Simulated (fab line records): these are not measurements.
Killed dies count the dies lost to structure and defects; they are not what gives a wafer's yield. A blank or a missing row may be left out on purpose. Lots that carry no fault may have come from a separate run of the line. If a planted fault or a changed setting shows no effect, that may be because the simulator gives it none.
Which of the tools did it? || flow n5 finfet || Sampling: 9 lots, 27 wafers, 5 of 1938 route steps

WHAT THE GAUGES SHOWED, per wafer
N5_BEOL_M2_CD_MEAS_11 targets a cd of 16.79 nm. Usual: cd nm at 16.83 nm, with a standard deviation of 0.26.
{"lot": "L884", "measured": "day 7 02:31", "on": "cd sem-01", "cd nm (nm)": "16.80 17.13 16.84", "flag": ""}
{"lot": "L885", "measured": "day 7 15:32", "on": "cd sem-03", "cd nm (nm)": "16.83 16.95 16.62", "flag": ""}
{"lot": "L889", "measured": "day 8 07:24", "on": "cd sem-01", "cd nm (nm)": "16.94 16.84 17.22", "flag": ""}
{"lot": "L892", "measured": "day 8 20:35", "on": "cd sem-02", "cd nm (nm)": "17.01 16.77 17.16", "flag": ""}
{"lot": "L893", "measured": "day 9 03:52", "on": "cd sem-01", "cd nm (nm)": "16.45 16.34 16.15", "flag": ""}
{"lot": "L897", "measured": "day 10 00:11", "on": "cd sem-01", "cd nm (nm)": "16.76 16.67 16.34", "flag": ""}
{"lot": "L901", "measured": "day 10 18:14", "on": "cd sem-02", "cd nm (nm)": "16.46 17.05 16.88", "flag": ""}
{"lot": "L900", "measured": "day 10 19:34", "on": "cd sem-02", "cd nm (nm)": "17.01 17.20 17.15", "flag": ""}
{"lot": "L906", "measured": "day 12 08:02", "on": "cd sem-02", "cd nm (nm)": "17.24 16.50 16.98", "flag": ""}

N5_BEOL_M4_RC_MEAS_101. Usual: DIBL_N 35.8 mV/V, standard deviation 1.6; DIBL_P 36.0 mV/V, standard deviation 2.1; IOFF_N 0.153 nA/um, standard deviation 0.026; IOFF_P 0.21 nA/um, standard deviation 0.037; ION_N 673 uA/um, standard deviation 11; ION_P 462 uA/um, standard deviation 7.6; SS_N 71.4 mV/dec, standard deviation 0.53; SS_P 73.2 mV/dec, standard deviation 0.67; VT_N 250 mV, standard deviation 3.2; VT_P -250 mV, standard deviation 3.7.
{"lot": "L884", "measured": "day 8 09:25", "on": "prober-02", "DIBL_N (mV/V)": "35.3 37.4 35.5", "DIBL_P (mV/V)": "36.1 37.9 35.7", "IOFF_N (nA/um)": "0.139 0.165 0.137", "IOFF_P (nA/um)": "0.18 0.20 0.18", "ION_N (uA/um)": "670 675 673", "ION_P (uA/um)": "453 460 456", "SS_N (mV/dec)": "71.1 71.7 71.6", "SS_P (mV/dec)": "73.2 73.4 72.4", "VT_N (mV)": "252 250 253", "VT_P (mV)": "-255 -250 -252", "flag": ""}
{"lot": "L885", "measured": "day 8 23:57", "on": "prober-01", "DIBL_N (mV/V)": "36.7 37.7 35.7", "DIBL_P (mV/V)": "38.9 40.2 37.7", "IOFF_N (nA/um)": "0.176 0.201 0.146", "IOFF_P (nA/um)": "0.28 0.32 0.26", "ION_N (uA/um)": "693 682 673", "ION_P (uA/um)": "472 477 470", "SS_N (mV/dec)": "71.4 72.1 71.0", "SS_P (mV/dec)": "74.1 74.1 73.2", "VT_N (mV)": "250 246 252", "VT_P (mV)": "-243 -240 -244", "flag": ""}
{"lot": "L889", "measured": "day 9 15:37", "on": "prober-02", "DIBL_N (mV/V)": "37.0 35.2 35.6", "DIBL_P (mV/V)": "38.7 35.6 36.5", "IOFF_N (nA/um)": "0.192 0.153 0.159", "IOFF_P (nA/um)": "0.25 0.20 0.21", "ION_N (uA/um)": "690 680 670", "ION_P (uA/um)": "467 464 463", "SS_N (mV/dec)": "71.4 71.2 71.8", "SS_P (mV/dec)": "73.6 73.2 72.8", "VT_N (mV)": "248 250 252", "VT_P (mV)": "-247 -253 -250", "flag": ""}
{"lot": "L892", "measured": "day 10 08:57", "on": "prober-01", "DIBL_N (mV/V)": "35.2 35.3 36.4", "DIBL_P (mV/V)": "35.2 35.7 37.6", "IOFF_N (nA/um)": "0.136 0.153 0.168", "IOFF_P (nA/um)": "0.18 0.20 0.22", "ION_N (uA/um)": "671 688 688", "ION_P (uA/um)": "462 468 469", "SS_N (mV/dec)": "71.4 70.8 71.9", "SS_P (mV/dec)": "73.4 72.8 72.6", "VT_N (mV)": "250 249 246", "VT_P (mV)": "-252 -249 -248", "flag": ""}
{"lot": "L893", "measured": "day 11 00:27", "on": "prober-01", "DIBL_N (mV/V)": "36.1 35.8 35.7", "DIBL_P (mV/V)": "38.3 37.3 36.3", "IOFF_N (nA/um)": "0.179 0.177 0.165", "IOFF_P (nA/um)": "0.27 0.27 0.23", "ION_N (uA/um)": "676 675 670", "ION_P (uA/um)": "469 474 467", "SS_N (mV/dec)": "71.6 71.6 71.9", "SS_P (mV/dec)": "74.0 74.0 72.8", "VT_N (mV)": "250 247 248", "VT_P (mV)": "-243 -244 -248", "flag": ""}
{"lot": "L897", "measured": "day 11 09:40", "on": "prober-02", "DIBL_N (mV/V)": "38.2 36.9 35.5", "DIBL_P (mV/V)": "38.4 36.4 36.7", "IOFF_N (nA/um)": "0.195 0.161 0.151", "IOFF_P (nA/um)": "0.25 0.22 0.23", "ION_N (uA/um)": "687 676 679", "ION_P (uA/um)": "470 463 468", "SS_N (mV/dec)": "71.4 71.7 71.4", "SS_P (mV/dec)": "74.1 73.1 73.3", "VT_N (mV)": "247 248 249", "VT_P (mV)": "-247 -247 -247", "flag": ""}
{"lot": "L901", "measured": "day 12 10:37", "on": "prober-02", "DIBL_N (mV/V)": "35.1 35.8 32.7", "DIBL_P (mV/V)": "34.1 34.5 30.9", "IOFF_N (nA/um)": "0.127 0.131 0.093", "IOFF_P (nA/um)": "0.16 0.16 0.12", "ION_N (uA/um)": "657 661 662", "ION_P (uA/um)": "454 452 448", "SS_N (mV/dec)": "71.6 71.3 70.3", "SS_P (mV/dec)": "72.5 72.6 71.9", "VT_N (mV)": "253 254 259", "VT_P (mV)": "-257 -257 -255", "flag": ""}
{"lot": "L900", "measured": "day 12 11:53", "on": "prober-01", "DIBL_N (mV/V)": "35.1 35.1 37.1", "DIBL_P (mV/V)": "36.0 35.8 38.2", "IOFF_N (nA/um)": "0.145 0.148 0.178", "IOFF_P (nA/um)": "0.19 0.19 0.22", "ION_N (uA/um)": "665 671 678", "ION_P (uA/um)": "459 458 460", "SS_N (mV/dec)": "70.7 71.4 72.4", "SS_P (mV/dec)": "73.7 72.8 74.1", "VT_N (mV)": "251 249 249", "VT_P (mV)": "-252 -250 -252", "flag": ""}
{"lot": "L906", "measured": "day 13 18:08", "on": "prober-01", "DIBL_N (mV/V)": "38.3 34.6 35.0", "DIBL_P (mV/V)": "36.3 32.5 33.8", "IOFF_N (nA/um)": "0.182 0.124 0.136", "IOFF_P (nA/um)": "0.21 0.17 0.18", "ION_N (uA/um)": "675 668 665", "ION_P (uA/um)": "454 456 461", "SS_N (mV/dec)": "71.5 71.3 71.1", "SS_P (mV/dec)": "73.9 72.6 73.1", "VT_N (mV)": "248 254 249", "VT_P (mV)": "-251 -253 -253", "flag": ""}

WHICH TOOL RAN EACH LOT (tool, then ch and the chambers of the sampled wafers, then the start)
{"lot": "L884", "N5_BEOL_M2_HM_DEP_02": "pvd sputter-03, day 7 01:59", "N5_BEOL_M2_ETCH_63": "rie diel-01 ch 0,3, day 7 02:41", "N5_BEOL_M2_COAT_76": "litho track-03 ch 0, day 7 03:20"}
{"lot": "L885", "N5_BEOL_M2_HM_DEP_02": "pvd sputter-02, day 7 15:01", "N5_BEOL_M2_ETCH_63": "rie diel-05 ch 0,3, day 7 15:43", "N5_BEOL_M2_COAT_76": "litho track-04 ch 0, day 7 16:08"}
{"lot": "L889", "N5_BEOL_M2_HM_DEP_02": "pvd sputter-02, day 8 06:53", "N5_BEOL_M2_ETCH_63": "rie diel-01 ch 0,1,3, day 8 07:35", "N5_BEOL_M2_COAT_76": "litho track-03 ch 0, day 8 08:03"}
{"lot": "L892", "N5_BEOL_M2_HM_DEP_02": "pvd sputter-02, day 8 20:11", "N5_BEOL_M2_ETCH_63": "rie diel-01 ch 0,1,2, day 8 20:46", "N5_BEOL_M2_COAT_76": "litho track-03 ch 0, day 8 21:13"}
{"lot": "L893", "N5_BEOL_M2_HM_DEP_02": "pvd sputter-03, day 9 03:29", "N5_BEOL_M2_ETCH_63": "rie diel-05 ch 0,3, day 9 04:05", "N5_BEOL_M2_COAT_76": "litho track-03 ch 0, day 9 04:35"}
{"lot": "L897", "N5_BEOL_M2_HM_DEP_02": "pvd sputter-02, day 9 23:47", "N5_BEOL_M2_ETCH_63": "rie diel-01 ch 0,1,3, day 10 00:23", "N5_BEOL_M2_COAT_76": "litho track-04 ch 0, day 10 00:56"}
{"lot": "L901", "N5_BEOL_M2_HM_DEP_02": "pvd sputter-02, day 10 17:42", "N5_BEOL_M2_ETCH_63": "rie diel-05 ch 1,2, day 10 18:25", "N5_BEOL_M2_COAT_76": "litho track-04 ch 0, day 10 18:50"}
{"lot": "L900", "N5_BEOL_M2_HM_DEP_02": "pvd sputter-01, day 10 19:10", "N5_BEOL_M2_ETCH_63": "rie diel-06 ch 0,1,2, day 10 19:44", "N5_BEOL_M2_COAT_76": "litho track-04 ch 0, day 10 20:35"}
{"lot": "L906", "N5_BEOL_M2_HM_DEP_02": "pvd sputter-03, day 12 07:30", "N5_BEOL_M2_ETCH_63": "rie diel-05 ch 0,1,3, day 12 08:15", "N5_BEOL_M2_COAT_76": "litho track-05 ch 0, day 12 08:41"}
- N5_BEOL_M2_HM_DEP_02: deposits TiN, target thk 20 nm.
- N5_BEOL_M2_ETCH_63: etches SiARC in CF4, target depth 15.6 nm, time 26 s.
- N5_BEOL_M2_COAT_76: time 60 s, resist thk 5 nm.

AS READ BY THE TOOLS THEMSELVES (means over the sampled wafers that have a number; for cases with no such wafer, the mark the record gives instead)
N5_BEOL_M2_HM_DEP_02. Usual: susceptor temp C 25.00 C, standard deviation 0.11; throttle valve pct 30.1 %, standard deviation 1.2.
{"lot": "L884", "tool": "pvd sputter-03", "susceptor temp C (C)": 24.84, "throttle valve pct (%)": 29.5, "flag": ""}
{"lot": "L885", "tool": "pvd sputter-02", "susceptor temp C (C)": 25.06, "throttle valve pct (%)": 30.9, "flag": ""}
{"lot": "L889", "tool": "pvd sputter-02", "susceptor temp C (C)": 25.09, "throttle valve pct (%)": 31.0, "flag": ""}
{"lot": "L892", "tool": "pvd sputter-02", "susceptor temp C (C)": 25.05, "throttle valve pct (%)": 30.8, "flag": ""}
{"lot": "L893", "tool": "pvd sputter-03", "susceptor temp C (C)": 25.02, "throttle valve pct (%)": 29.3, "flag": ""}
{"lot": "L897", "tool": "pvd sputter-02", "susceptor temp C (C)": 24.94, "throttle valve pct (%)": 30.8, "flag": ""}
{"lot": "L901", "tool": "pvd sputter-02", "susceptor temp C (C)": 24.98, "throttle valve pct (%)": 30.9, "flag": ""}
{"lot": "L900", "tool": "pvd sputter-01", "susceptor temp C (C)": 24.95, "throttle valve pct (%)": 30.3, "flag": ""}
{"lot": "L906", "tool": "pvd sputter-03", "susceptor temp C (C)": 25.05, "throttle valve pct (%)": 28.7, "flag": ""}

N5_BEOL_M2_ETCH_63. Usual: drypump motor current A 5.6 A (standard deviation 0.52); etch rf on time s 26.1 s (standard deviation 0.45); mfc ar sccm 100.0 sccm (standard deviation 0.3); oes product au 0.66 a.u. (standard deviation 0.066); rf vpp V 184.4 V (standard deviation 1.2); showerhead plenum p Torr 2.17 Torr (standard deviation 0.059); throttle valve pct 15.69 % (standard deviation 0.23).
{"lot": "L884", "tool": "rie diel-01", "drypump motor current A (A)": 5.2, "etch rf on time s (s)": 25.6, "mfc ar sccm (sccm)": 99.8, "oes product au (a.u.)": 0.66, "rf vpp V (V)": 184.3, "showerhead plenum p Torr (Torr)": 2.17, "throttle valve pct (%)": 15.88, "flag": ""}
{"lot": "L885", "tool": "rie diel-05", "drypump motor current A (A)": 6.3, "etch rf on time s (s)": 26.2, "mfc ar sccm (sccm)": 100.2, "oes product au (a.u.)": 0.63, "rf vpp V (V)": 184.5, "showerhead plenum p Torr (Torr)": 2.17, "throttle valve pct (%)": 15.48, "flag": ""}
{"lot": "L889", "tool": "rie diel-01", "drypump motor current A (A)": 5.4, "etch rf on time s (s)": 25.9, "mfc ar sccm (sccm)": 100.3, "oes product au (a.u.)": 0.71, "rf vpp V (V)": 183.9, "showerhead plenum p Torr (Torr)": 2.13, "throttle valve pct (%)": 15.69, "flag": ""}
{"lot": "L892", "tool": "rie diel-01", "drypump motor current A (A)": 5.7, "etch rf on time s (s)": 26.1, "mfc ar sccm (sccm)": 100.0, "oes product au (a.u.)": 0.71, "rf vpp V (V)": 184.1, "showerhead plenum p Torr (Torr)": 2.13, "throttle valve pct (%)": 15.59, "flag": ""}
{"lot": "L893", "tool": "rie diel-05", "drypump motor current A (A)": 6.3, "etch rf on time s (s)": 26.2, "mfc ar sccm (sccm)": 99.8, "oes product au (a.u.)": 0.63, "rf vpp V (V)": 184.0, "showerhead plenum p Torr (Torr)": 2.16, "throttle valve pct (%)": 15.51, "flag": ""}
{"lot": "L897", "tool": "rie diel-01", "drypump motor current A (A)": 5.4, "etch rf on time s (s)": 26.1, "mfc ar sccm (sccm)": 100.0, "oes product au (a.u.)": 0.70, "rf vpp V (V)": 183.0, "showerhead plenum p Torr (Torr)": 2.12, "throttle valve pct (%)": 15.73, "flag": ""}
{"lot": "L901", "tool": "rie diel-05", "drypump motor current A (A)": 5.3, "etch rf on time s (s)": 26.4, "mfc ar sccm (sccm)": 99.9, "oes product au (a.u.)": 0.60, "rf vpp V (V)": 186.1, "showerhead plenum p Torr (Torr)": 2.21, "throttle valve pct (%)": 15.91, "flag": ""}
{"lot": "L900", "tool": "rie diel-06", "drypump motor current A (A)": 5.6, "etch rf on time s (s)": 26.4, "mfc ar sccm (sccm)": 100.1, "oes product au (a.u.)": 0.64, "rf vpp V (V)": 184.6, "showerhead plenum p Torr (Torr)": 2.14, "throttle valve pct (%)": 15.70, "flag": ""}
{"lot": "L906", "tool": "rie diel-05", "drypump motor current A (A)": 6.0, "etch rf on time s (s)": 26.1, "mfc ar sccm (sccm)": 99.9, "oes product au (a.u.)": 0.72, "rf vpp V (V)": 184.9, "showerhead plenum p Torr (Torr)": 2.19, "throttle valve pct (%)": 15.44, "flag": ""}

N5_BEOL_M2_COAT_76. Usual: heater power total W 391.8 W, standard deviation 1.3; run length s 66.15 s, standard deviation 0.26.
{"lot": "L884", "tool": "litho track-03", "heater power total W (W)": 392.5, "run length s (s)": 66.32, "flag": ""}
{"lot": "L885", "tool": "litho track-04", "heater power total W (W)": 391.3, "run length s (s)": 65.78, "flag": ""}
{"lot": "L889", "tool": "litho track-03", "heater power total W (W)": 392.1, "run length s (s)": 66.43, "flag": ""}
{"lot": "L892", "tool": "litho track-03", "heater power total W (W)": 412.9, "run length s (s)": 61.81, "flag": "OFF"}
{"lot": "L893", "tool": "litho track-03", "heater power total W (W)": 401.6, "run length s (s)": 63.97, "flag": "OFF"}
{"lot": "L897", "tool": "litho track-04", "heater power total W (W)": 390.4, "run length s (s)": 65.82, "flag": ""}
{"lot": "L901", "tool": "litho track-04", "heater power total W (W)": 392.2, "run length s (s)": 65.84, "flag": ""}
{"lot": "L900", "tool": "litho track-04", "heater power total W (W)": 391.4, "run length s (s)": 65.77, "flag": ""}
{"lot": "L906", "tool": "litho track-05", "heater power total W (W)": 392.0, "run length s (s)": 66.27, "flag": ""}

THE ANSWER, worked out from the rows above alone
Rule: a lot is off if the mean of its wafers that have a number lies more than 3 standard deviations from the usual mean. Also off: a lot with no number at a reading for which 4 or more lots have one. All remaining lots with rows at the step are treated as sound. After the gauges, taken in route order, come the tools' own readings; for these a lot's mean is taken, as printed above. The first step at which some lot is off is used, and at that step the reading that is off furthest; a lot without a number counts as furthest.
Off at N5_BEOL_M2_COAT_76 (run length s): L892, L893.
If a tool, at that step or one of the process steps before it, ran each lot that is off and ran no sound lot following the first of them, it fits. One fits: litho track-03 at N5_BEOL_M2_COAT_76. A fault onset in the window from L889 (day 8 08:03, its last sound lot) to L892 (day 8 21:13, its first lot off) fits.
The tool's own readings at N5_BEOL_M2_COAT_76 bear it out: on the lots that are off they differ by more than 5 times the standard deviation of the sound lots' means. heater power total W reads 407.2 W there against 391.7 W on the sound lots; run length s reads 62.89 s there against 66.03 s on the sound lots.

WHAT THE SIMULATOR HAD INSERTED
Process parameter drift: litho track-03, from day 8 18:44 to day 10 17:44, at N5_BEOL_M2_COAT_76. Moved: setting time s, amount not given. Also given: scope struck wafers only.
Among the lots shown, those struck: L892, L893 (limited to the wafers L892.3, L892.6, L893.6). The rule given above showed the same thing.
